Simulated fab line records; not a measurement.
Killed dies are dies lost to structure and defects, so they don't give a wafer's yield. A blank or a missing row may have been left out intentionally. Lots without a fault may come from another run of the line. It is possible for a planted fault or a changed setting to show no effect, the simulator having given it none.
Chamber matching | flow n5 finfet | N5_HKMG_FIN_ETCH_35 on rie diel-04 has 4 sister chambers
The step etches SOC in N2/H2, target depth 215.8 nm, time 243.4 s. 4 wafers are shown with their chamber, then 11 later ones without.

WAFERS, EACH WITH ITS CHAMBER
wafer  | chamber | showerhead plenum p Torr (Torr)
L082.1 | 2       | 2.39
L089.3 | 1       | 2.55
L089.5 | 0       | 2.65
L092.3 | 3       | 2.61

WAFERS WHOSE CHAMBER IS MISSING
wafer  | showerhead plenum p Torr (Torr)
L092.4 | 2.65
L092.5 | 2.54
L093.1 | 2.54
L093.3 | 2.61
L093.5 | 2.70
L096.3 | 2.64
L096.5 | 2.64
L096.6 | 2.61
L097.1 | 2.64
L097.3 | 2.54
L097.5 | 2.54

CHAMBER TAKEN BY EACH
wafer  | from the rows above     | in truth
L092.4 | 0                       | 0
L092.5 | 1                       | 1
L093.1 | 1                       | 1
L093.3 | 3                       | 3
L093.5 | 0                       | 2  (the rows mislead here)
L096.3 | can't be placed: 0 or 3 | 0
L096.5 | can't be placed: 0 or 3 | 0
L096.6 | 3                       | 3
L097.1 | can't be placed: 0 or 3 | 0
L097.3 | 1                       | 1
L097.5 | 1                       | 1
Correctly placed: 7 of 11. Can't be placed from these rows: 3 (the true chamber is among the candidates in 3). Wrongly placed: 1.
How it was worked out, from the rows above alone: a wafer's distance from a chamber is the root of the sum, over the readings, of the square of ((its reading less the chamber's mean) divided by the reading's scatter). The wafer belongs to the nearest chamber; if the next one is less than 2 further off, it can't be placed. The mean given for a chamber averages the wafers shown for that chamber. The scatter (one wafer shown for each chamber): square how far every hidden wafer sits from the nearest shown wafer, average those squares and take the square root.
